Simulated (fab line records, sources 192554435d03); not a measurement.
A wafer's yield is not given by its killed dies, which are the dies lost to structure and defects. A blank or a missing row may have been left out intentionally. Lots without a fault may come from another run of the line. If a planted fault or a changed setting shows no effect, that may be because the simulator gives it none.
Chamber matching :: flow n5_finfet :: N5_BEOL_M11_ILD_DEP_00 on pecvd-03: 3 sister chambers
The step deposits SiCOH lowk from DEMS/porogen, target thk 308.51 nm, time 58 s. 6 wafers are shown with their chamber, then 7 later ones without.

== EACH WAFER AND ITS CHAMBER ==
wafer: L290.5
chamber: 1
throttle_valve_pct (%): 15.2
showerhead_plenum_p_Torr (Torr): 5.727

wafer: L308.3
chamber: 2
throttle_valve_pct (%): 11.8
showerhead_plenum_p_Torr (Torr): 5.729

wafer: L308.4
chamber: 2
throttle_valve_pct (%): 12.0
showerhead_plenum_p_Torr (Torr): 5.731

wafer: L308.5
chamber: 0
throttle_valve_pct (%): 12.3
showerhead_plenum_p_Torr (Torr): 5.708

wafer: L309.1
chamber: 0
throttle_valve_pct (%): 12.7
showerhead_plenum_p_Torr (Torr): 5.712

wafer: L309.2
chamber: 1
throttle_valve_pct (%): 15.0
showerhead_plenum_p_Torr (Torr): 5.735

== WAFERS WHOSE CHAMBER IS MISSING ==
wafer: L309.5
throttle_valve_pct (%): 12.8
showerhead_plenum_p_Torr (Torr): 5.705

wafer: L311.1
throttle_valve_pct (%): 12.0
showerhead_plenum_p_Torr (Torr): 5.706

wafer: L311.3
throttle_valve_pct (%): 12.6
showerhead_plenum_p_Torr (Torr): 5.692

wafer: L311.4
throttle_valve_pct (%): 14.9
showerhead_plenum_p_Torr (Torr): 5.711

wafer: L312.2
throttle_valve_pct (%): 12.2
showerhead_plenum_p_Torr (Torr): 5.731

wafer: L312.3
throttle_valve_pct (%): 15.3
showerhead_plenum_p_Torr (Torr): 5.734

wafer: L312.6
throttle_valve_pct (%): 12.6
showerhead_plenum_p_Torr (Torr): 5.712

== EACH ONE'S CHAMBER ==
wafer: L309.5
from the rows above: 0
in truth: 0

wafer: L311.1
from the rows above: 0
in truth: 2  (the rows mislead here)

wafer: L311.3
from the rows above: 0
in truth: 0

wafer: L311.4
from the rows above: 1
in truth: 1

wafer: L312.2
from the rows above: 2
in truth: 2

wafer: L312.3
from the rows above: 1
in truth: 1

wafer: L312.6
from the rows above: 0
in truth: 0
6 of 7 placed correctly. Left unplaced by these rows: 0. Number placed wrongly: 1.
How it was worked out, from the rows above alone: a wafer's distance from a chamber is the root of the sum, over the readings, of the square of ((its reading less the chamber's mean) divided by the reading's scatter). The wafer belongs to the nearest chamber; if the next one is less than 2 further off, it can't be placed. Each chamber's mean is taken over the wafers shown for it. The scatter: take each reading less its chamber's mean, square it, sum over the shown wafers, divide by the number of wafers less the number of chambers, and take the root.
